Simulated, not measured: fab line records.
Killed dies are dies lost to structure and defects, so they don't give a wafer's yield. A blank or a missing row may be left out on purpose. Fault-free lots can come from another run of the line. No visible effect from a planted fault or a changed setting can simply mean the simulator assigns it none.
Struck lot and sound lot, side by side	flow nand_harc	15 out of 1302 route steps
Sound: the wafers L822.2, L822.3, L822.5. Struck: wafers L831.1, L831.4, L831.5. At the end, the cause is stated.
For every step that has rows: the tool of each side, followed by ch and its chambers, followed by its first start. Under that, the readings that differ: sound wafers	struck wafers	difference of the means	sigmas: that difference in standard deviations of wafers without a fault.
alike: words and numbers the same on both sides, and readings whose means are apart by under 2 such deviations; not compared: readings that were withheld, readings missing a value for some wafer, numbers with overlapping values and no deviation given by the record, and bounds like >300 which may hide the same value.
The two part at a step that has a row with sigmas, a row that says differs or no value, or rows on one side only. When numbers do not overlap yet have no deviation, they are printed without sigmas and do not part them. Lack of a reading on every wafer of one side parts them only where that side has two or more wafers.

first, 1 step without rows for these wafers: NHARC_A_ONON_D1_DEP_12 (target thk 1000 nm).
NHARC_A_ONON_D1_THK_MEAS_14: measures by ellipsometry.
  struck on film_metro-01, day 13 08:19; sound on film_metro-02, day 9 09:07
  alike: thk_nm
then, 2 steps without rows for these wafers: NHARC_A_ONON_D1_ANNEAL_15 (time 3600 s); NHARC_A_ONON_D1_DEP_16 (target thk 1000 nm).
NHARC_A_ONON_D1_THK_MEAS_18: measures by ellipsometry.
  struck on film_metro-02, day 13 16:23; sound on film_metro-02, day 9 16:55
reading	sound	struck	difference	sigmas
thk_nm (nm)	973 972 974	1014 1016 1015	+42	+4
then, no rows for these wafers at 1 step: NHARC_A_ONON_D1_DEP_19 (target thk 1000 nm).
NHARC_A_ONON_D1_THK_MEAS_21: measures by ellipsometry.
  struck on film_metro-01, day 13 16:58; sound on film_metro-02, day 9 17:29
  alike: thk_nm
then, no rows for these wafers at 1 step: NHARC_A_ONON_D1_DEP_22 (target thk 1000 nm).
NHARC_A_ONON_D1_THK_MEAS_24: measures by ellipsometry.
  struck on film_metro-02, day 13 17:32; sound on film_metro-02, day 9 18:03
  alike: thk_nm
then, no rows for these wafers at 1 step: NHARC_A_ONON_D1_DEP_25 (target thk 1000 nm).
NHARC_A_ONON_D1_THK_MEAS_27: measures by ellipsometry.
  struck on film_metro-01, day 13 18:06; sound on film_metro-01, day 9 18:37
  alike: thk_nm
NHARC_A_ONON_D1_DEP_28: target thk 1000 nm.
  sound on pecvd_onon-04 ch 0, day 9 18:44; struck on pecvd_onon-01 ch 0, day 13 18:09
  alike: sih4_flow_sccm
NHARC_A_ONON_D1_THK_MEAS_30: measures by ellipsometry.
  struck on film_metro-01, day 13 18:40; sound on film_metro-02, day 9 19:11
reading	sound	struck	difference	sigmas
thk_nm (nm)	980 981 981	1574 1575 1576	+594	+59
NHARC_A_ONON_D1_DEP_33: deposits SiO2, target thk 200 nm.
  sound on pecvd-04 ch 0,1, day 9 19:17; struck on pecvd-02 ch 0,2, day 13 18:46
  alike: flow_sccm, heater_power_w, mfc_precursor_sccm, throttle_valve_pct
-- break in the record here, with 16 days between the starts of the struck wafers on either side (left off in module A_ONON_D1, picked up again in module END, where the first step shown is number 1302 on the route) --
NHARC_END_SORT_01:
  sound on prober-02 ch 0, day 25 15:06; struck on prober-01 ch 0, day 29 06:59
reading	sound	struck	difference	sigmas
killed_at_array	58 68 26	663 665 666	+614	+34
killed_at_periphery	2 7 2	13 12 10	+8	+3
killed_dies	60 75 28	677 677 677	+623	+33
  alike: killed_at_other, killed_open, killed_short

## WHERE THEY PART
Last at NHARC_END_SORT_01 as far as this record goes, first at NHARC_A_ONON_D1_THK_MEAS_18.

WHY: whatever the simulator had introduced
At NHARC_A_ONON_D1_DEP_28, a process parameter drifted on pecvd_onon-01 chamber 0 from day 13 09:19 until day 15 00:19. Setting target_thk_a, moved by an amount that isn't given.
